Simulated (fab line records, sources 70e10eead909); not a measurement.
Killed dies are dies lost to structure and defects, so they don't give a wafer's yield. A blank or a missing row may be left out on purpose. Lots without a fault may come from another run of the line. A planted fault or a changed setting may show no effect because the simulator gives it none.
Which tool did it? | flow nand_harc | 13 lots, 37 wafers sampled, at 5 steps of a route of 1159

WHAT THE GAUGES READ, wafer by wafer
NHARC_A_SLIT_INSPECT_11. Usual: raw_defect_count 19, standard deviation 9.6.
lot  | measured     | on                | raw_defect_count | flag
L904 | day 14 12:13 | defect_inspect-02 | 11 8 7           |
L906 | day 14 12:22 | defect_inspect-02 | 7 10 10          |
L905 | day 14 12:32 | defect_inspect-01 | 22 27 24         |
L908 | day 14 21:41 | defect_inspect-01 | 29 27 11         |
L909 | day 14 22:18 | defect_inspect-01 | 15 12 21         |
L907 | day 14 22:31 | defect_inspect-01 | 7 11 8           |
L910 | day 15 11:16 | defect_inspect-02 | 28 38 18         |
L912 | day 15 11:26 | defect_inspect-01 | 13 13 9          |
L911 | day 16 02:41 | defect_inspect-02 | 35 27 29         |
L917 | day 17 09:31 | defect_inspect-01 | 26 21 29         |
L920 | day 18 08:25 | defect_inspect-02 | 12 20            |
L923 | day 18 15:31 | defect_inspect-01 | 16 10            |
L927 | day 20 07:29 | defect_inspect-02 | 13 18 22         |

NHARC_END_SORT_01. Usual: killed_at_array 24, standard deviation 8.4; killed_at_other 0.7, standard deviation 1.1; killed_at_periphery 2.9, standard deviation 1.7; killed_dies 27, standard deviation 8.6; killed_open 3.3, standard deviation 1.8; killed_short 1.8, standard deviation 1.4.
lot  | measured     | on        | killed_at_array | killed_at_other | killed_at_periphery | killed_dies | killed_open | killed_short | flag
L920 | day 23 13:33 | prober-02 | 673 21          | 1 0             | 1 3                 | 675 24      | 2 4         | 1 1          | OFF
L923 | day 24 00:37 | prober-01 | 674 21          | 1 0             | 2 4                 | 677 25      | 3 4         | 2 0          | OFF

WHICH TOOL RAN EACH LOT (tool, then ch and the chambers of the sampled wafers, then the start)
lot  | NHARC_A_SLIT_STRIP_18                         | NHARC_A_WL_FILL_ETCHBACK_04       | NHARC_A_WL_FILL_ETCHBACK_05
L904 | rie_diel-01 ch 1,2,3, day 15 04:40 or earlier | rie_metal-03 ch 0,1, day 15 04:40 | rie_metal-03 ch 0,1, day 15 04:54
L906 | rie_diel-03 ch 0,1,3, day 15 04:11 or earlier | rie_metal-03 ch 0,1, day 15 04:11 | rie_metal-03 ch 0,1, day 15 04:26
L905 | rie_diel-01 ch 2,3, day 15 07:03 or earlier   | rie_metal-02 ch 0,1, day 15 07:03 | rie_metal-02 ch 0,1, day 15 07:16
L908 | rie_diel-01 ch 0,3, day 16 00:38 or earlier   | rie_metal-03 ch 0,1, day 16 00:38 | rie_metal-03 ch 0,1, day 16 00:49
L909 | rie_diel-03 ch 0,2,3, day 15 22:13 or earlier | rie_metal-01 ch 0,1, day 15 22:13 | rie_metal-01 ch 0,1, day 15 22:28
L907 | rie_diel-02 ch 2,3, day 16 01:05 or earlier   | rie_metal-01 ch 0,1, day 16 01:05 | rie_metal-01 ch 0,1, day 16 01:20
L910 | rie_diel-02 ch 1,2, day 16 11:02 or earlier   | rie_metal-02 ch 0,1, day 16 11:02 | rie_metal-02 ch 0,1, day 16 11:16
L912 | rie_diel-03 ch 0,3, day 16 08:17 or earlier   | rie_metal-03 ch 0,1, day 16 08:17 | rie_metal-03 ch 0,1, day 16 08:29
L911 | rie_diel-03 ch 0,1, day 16 18:11 or earlier   | rie_metal-02 ch 0,1, day 16 18:11 | rie_metal-02 ch 0,1, day 16 18:23
L917 | rie_diel-01 ch 0,2,3, day 18 01:11 or earlier | rie_metal-02 ch 0,1, day 18 01:11 | rie_metal-02 ch 0,1, day 18 01:23
L920 | rie_diel-01 ch 1,2, day 19 04:37 or earlier   | rie_metal-03 ch 0,1, day 19 04:37 | rie_metal-03 ch 0,1, day 19 04:47
L923 | rie_diel-02 ch 0,1, day 19 11:37 or earlier   | rie_metal-03 ch 0,1, day 19 11:37 | rie_metal-03 ch 0,1, day 19 11:46
L927 | rie_diel-03 ch 1,2,3, day 21 04:00 or earlier | rie_metal-01 ch 0,1, day 21 04:00 | rie_metal-01 ch 0,1, day 21 04:13
- NHARC_A_SLIT_STRIP_18: strips in O2.
- NHARC_A_WL_FILL_ETCHBACK_04: etches the open film in NF3, target depth 60 nm, time 120 s.
- NHARC_A_WL_FILL_ETCHBACK_05: etches the open film in Cl2/BCl3, target depth 22 nm, time 60 s.

WHAT THE TOOLS THEMSELVES READ (means of the sampled wafers that have a number; where no wafer has one, the mark that the record gives instead)
NHARC_A_SLIT_STRIP_18. Usual: drypump_motor_current_A 5.7 A, standard deviation 0.39; oes_product_au 0.999 a.u., standard deviation 0.012; rf_vpp_V 58.0 V, standard deviation 0.96; showerhead_plenum_p_Torr 3.58 Torr, standard deviation 0.13; throttle_valve_pct 17.037 %, standard deviation 0.0086.
lot  | tool        | drypump_motor_current_A (A) | oes_product_au (a.u.) | rf_vpp_V (V) | showerhead_plenum_p_Torr (Torr) | throttle_valve_pct (%) | flag
L904 | rie_diel-01 | 5.8                         | 1.004                 | 57.9         | 3.67                            | 17.037                 |
L906 | rie_diel-03 | 5.6                         | 0.983                 | 57.4         | 3.68                            | 17.038                 |
L905 | rie_diel-01 | 5.7                         | 1.010                 | 58.9         | 3.71                            | 17.039                 |
L908 | rie_diel-01 | 6.0                         | 1.005                 | 57.7         | 3.56                            | 17.032                 |
L909 | rie_diel-03 | 5.7                         | 0.991                 | 58.0         | 3.63                            | 17.032                 |
L907 | rie_diel-02 | 5.1                         | 1.001                 | 57.8         | 3.45                            | 17.036                 |
L910 | rie_diel-02 | 6.0                         | 1.003                 | 58.4         | 3.45                            | 17.028                 |
L912 | rie_diel-03 | 5.7                         | 0.973                 | 58.7         | 3.64                            | 17.032                 |
L911 | rie_diel-03 | 5.5                         | 0.988                 | 58.9         | 3.69                            | 17.048                 |
L917 | rie_diel-01 | 5.7                         | 1.003                 | 57.3         | 3.59                            | 17.033                 |
L920 | rie_diel-01 | 5.8                         | 1.006                 | 58.0         | 3.66                            | 17.041                 |
L923 | rie_diel-02 | 5.9                         | 1.003                 | 58.9         | 3.58                            | 17.032                 |
L927 | rie_diel-03 | 5.8                         | 1.000                 | 59.5         | 3.65                            | 17.032                 |

NHARC_A_WL_FILL_ETCHBACK_04. Usual: drypump_motor_current_A 5.60 A, standard deviation 0.17; oes_product_au 1.001 a.u., standard deviation 0.011; run_length_s 141.6 s, standard deviation 0.5.
lot  | tool         | drypump_motor_current_A (A) | oes_product_au (a.u.) | run_length_s (s) | flag
L904 | rie_metal-03 | 5.52                        | 0.997                 | 142.2            |
L906 | rie_metal-03 | 5.58                        | 1.005                 | 141.8            |
L905 | rie_metal-02 | 5.42                        | 1.000                 | 141.6            |
L908 | rie_metal-03 | 5.59                        | 0.994                 | 141.8            |
L909 | rie_metal-01 | 5.80                        | 1.009                 | 140.9            |
L907 | rie_metal-01 | 5.81                        | 0.995                 | 141.2            |
L910 | rie_metal-02 | 5.41                        | 0.995                 | 141.4            |
L912 | rie_metal-03 | 5.56                        | 1.004                 | 141.9            |
L911 | rie_metal-02 | 5.41                        | 0.987                 | 141.6            |
L917 | rie_metal-02 | 5.41                        | 1.000                 | 141.6            |
L920 | rie_metal-03 | 5.53                        | 1.004                 | 119.3            | OFF
L923 | rie_metal-03 | 5.52                        | 1.002                 | 119.5            | OFF
L927 | rie_metal-01 | 5.81                        | 1.016                 | 141.1            |

NHARC_A_WL_FILL_ETCHBACK_05. Usual: drypump_motor_current_A 5.59 A, standard deviation 0.17; oes_product_au 1.001 a.u., standard deviation 0.011; run_length_s 81.6 s, standard deviation 0.51.
lot  | tool         | drypump_motor_current_A (A) | oes_product_au (a.u.) | run_length_s (s) | flag
L904 | rie_metal-03 | 5.59                        | 0.995                 | 81.9             |
L906 | rie_metal-03 | 5.55                        | 0.988                 | 82.0             |
L905 | rie_metal-02 | 5.40                        | 0.998                 | 81.6             |
L908 | rie_metal-03 | 5.52                        | 1.004                 | 81.8             |
L909 | rie_metal-01 | 5.79                        | 1.001                 | 81.0             |
L907 | rie_metal-01 | 5.80                        | 1.000                 | 81.0             |
L910 | rie_metal-02 | 5.48                        | 0.993                 | 81.8             |
L912 | rie_metal-03 | 5.53                        | 0.998                 | 81.9             |
L911 | rie_metal-02 | 5.51                        | 1.000                 | 82.0             |
L917 | rie_metal-02 | 5.41                        | 1.013                 | 81.6             |
L920 | rie_metal-03 | 5.54                        | 0.996                 | 82.0             |
L923 | rie_metal-03 | 5.51                        | 0.997                 | 82.1             |
L927 | rie_metal-01 | 5.81                        | 1.002                 | 81.4             |

THE ANSWER, worked out from the rows above alone
Rule: a lot is off if the mean of its wafers that have a number lies more than 3 standard deviations from the usual mean. A lot without any number at a reading at which 4 lots or more have one is off too. The other lots that the step has rows for count as sound. The gauges are gone through in route order, then the tools' own readings, and for those a lot's mean is taken as printed above. The first step at which some lot is off is used, and at that step the reading that is off furthest; a lot without a number counts as furthest.
Off: L920, L923, at NHARC_END_SORT_01 (killed_at_array). Neither off nor sound, because the step has no rows for them: L904, L906, L905, L908, L909, L907, L910, L912, L911, L917, L927.
A tool fits if, at a process step before that reading, it ran every lot that is off, and no sound lot after the first of them. The gauges at NHARC_END_SORT_01 aren't tried: what is off there is off at NHARC_A_WL_FILL_ETCHBACK_04 too, on other tools, and a gauge's error can't cause that. NHARC_A_SLIT_STRIP_18 gives no start for some lots, so the hours and the order of its lots are those of NHARC_A_WL_FILL_ETCHBACK_04. One fits: rie_metal-03 at NHARC_A_WL_FILL_ETCHBACK_04 and NHARC_A_WL_FILL_ETCHBACK_05. It ran no sound lot before its first lot that is off in this sample, so the start can't be narrowed down.

WHAT THE SIMULATOR HAD PUT IN
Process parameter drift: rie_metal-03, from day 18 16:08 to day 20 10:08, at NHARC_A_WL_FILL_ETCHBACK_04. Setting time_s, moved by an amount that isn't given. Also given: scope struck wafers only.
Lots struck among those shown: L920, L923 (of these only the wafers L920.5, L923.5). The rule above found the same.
